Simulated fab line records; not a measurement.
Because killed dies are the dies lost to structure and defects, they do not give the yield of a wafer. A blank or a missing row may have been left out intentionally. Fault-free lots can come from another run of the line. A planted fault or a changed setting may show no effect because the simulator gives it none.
Chamber matching | flow n5_finfet | N5_BEOL_M9_PECVD_70 on pecvd-03: 3 sister chambers
The step deposits SiO2 from TEOS/O2, target thk 20 nm, time 22.7 s. 3 wafers are shown with their chamber, then 10 later ones without.

== WAFERS WITH THEIR CHAMBER ==
wafer  | chamber | throttle_valve_pct (%)
L082.5 | 2       | 19.8
L083.1 | 1       | 23.8
L083.4 | 0       | 22.1

== WAFERS WITHOUT THEIR CHAMBER ==
wafer  | throttle_valve_pct (%)
L083.5 | 20.0
L093.3 | 23.5
L093.5 | 20.0
L093.6 | 23.7
L095.1 | 20.0
L095.4 | 22.4
L095.6 | 23.9
L096.2 | 20.0
L096.4 | 20.1
L096.5 | 22.3

== WHICH CHAMBER EACH ONE RAN IN ==
wafer  | from the rows above | in truth
L083.5 | 2                   | 2
L093.3 | 1                   | 1
L093.5 | 2                   | 2
L093.6 | 1                   | 1
L095.1 | 2                   | 2
L095.4 | 0                   | 0
L095.6 | 1                   | 1
L096.2 | 2                   | 2
L096.4 | 2                   | 2
L096.5 | 0                   | 0
Correctly placed: 10 of 10. From these rows, 0 cannot be placed. Placed wrongly: 0.
How it was worked out, from the rows above alone: a wafer's distance from a chamber is the root of the sum, over the readings, of the square of ((its reading less the chamber's mean) divided by the reading's scatter). If the next closest chamber is less than 2 further off than the closest, the wafer can't be placed; otherwise it belongs to the closest. Each chamber's mean is taken over the wafers shown for it. The scatter: with one shown wafer a chamber, the root of the mean of the squares of how far each hidden wafer lies from its nearest shown one.
